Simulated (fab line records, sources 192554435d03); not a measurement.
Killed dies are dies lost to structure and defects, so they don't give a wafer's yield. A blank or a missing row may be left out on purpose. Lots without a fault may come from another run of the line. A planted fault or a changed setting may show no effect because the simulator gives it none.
Chamber matching | flow n5_finfet | N5_BEOL_M0_CUTY_ETCH_63 on rie_diel-02: 4 sister chambers
The step etches SOC in N2/H2, target depth 82.7 nm, overetch 16.5 nm, time 124 s. 18 wafers are shown with their chamber, then 9 later ones without.

WAFERS WITH THEIR CHAMBER
wafer  | chamber | showerhead_plenum_p_Torr (Torr) | throttle_valve_pct (%) | drypump_motor_current_A (A)
L074.3 | 2       | 2.59                            | 17.87                  | 5.7
L074.4 | 1       | 2.48                            | 18.01                  | 5.8
L074.6 | 2       | 2.59                            | 17.87                  | 5.7
L081.3 | 1       | 2.48                            | 18.07                  | 5.9
L081.5 | 1       | 2.48                            | 18.06                  | 5.8
L081.6 | 2       | 2.58                            | 17.90                  | 5.7
L082.2 | 2       | 2.58                            | 17.89                  | 5.7
L082.4 | 3       | 2.51                            | 17.93                  | 5.9
L082.5 | 2       | 2.58                            | 17.89                  | 5.8
L090.1 | 1       | 2.47                            | 18.09                  | 5.9
L090.2 | 0       | 2.53                            | 18.35                  | 5.3
L090.3 | 3       | 2.50                            | 17.97                  | 5.9
L090.4 | 1       | 2.47                            | 18.07                  | 5.8
L090.5 | 0       | 2.53                            | 18.36                  | 5.3
L090.6 | 3       | 2.50                            | 17.97                  | 5.9
L091.1 | 0       | 2.53                            | 18.36                  | 5.3
L091.2 | 3       | 2.50                            | 17.97                  | 5.9
L091.4 | 0       | 2.53                            | 18.38                  | 5.3

SIGNATURES (means of the wafers above)
reading                  | chamber 0 | chamber 1 | chamber 2 | chamber 3 | scatter within a chamber
showerhead_plenum_p_Torr | 2.5300    | 2.4760    | 2.5840    | 2.5025    | 0.00474
throttle_valve_pct       | 18.3625   | 18.0600   | 17.8840   | 17.9600   | 0.0207
drypump_motor_current_A  | 5.300     | 5.840     | 5.720     | 5.900     | 0.0378
Rule: a wafer's distance from a chamber is the root of the sum, over the readings, of the square of ((its reading less the chamber's mean) divided by the reading's scatter). The wafer belongs to the nearest chamber; if the next one is less than 2 further off, it can't be placed. The scatter: the root of (the sum of the squares of (reading less its chamber's mean) over the shown wafers, divided by (wafers less chambers)).

WAFERS WITHOUT THEIR CHAMBER
wafer  | showerhead_plenum_p_Torr (Torr) | throttle_valve_pct (%) | drypump_motor_current_A (A)
L094.3 | 2.49                            | 17.98                  | 5.9
L094.4 | 2.49                            | 17.98                  | 5.9
L094.6 | 2.46                            | 18.11                  | 5.9
L096.1 | 2.53                            | 18.39                  | 5.3
L096.2 | 2.46                            | 18.12                  | 5.8
L096.3 | 2.57                            | 17.93                  | 5.8
L096.4 | 2.57                            | 17.93                  | 5.8
L096.5 | 2.53                            | 18.40                  | 5.3
L096.6 | 2.46                            | 18.13                  | 5.9

WHICH CHAMBER EACH WENT THROUGH
wafer  | from the rows above | in truth
L094.3 | 3                   | 3
L094.4 | 3                   | 3
L094.6 | 1                   | 1
L096.1 | 0                   | 0
L096.2 | 1                   | 1
L096.3 | 2                   | 2
L096.4 | 2                   | 2
L096.5 | 0                   | 0
L096.6 | 1                   | 1
Placed correctly: 9 of 9. Can't be placed from these rows: 0. Placed wrongly: 0.
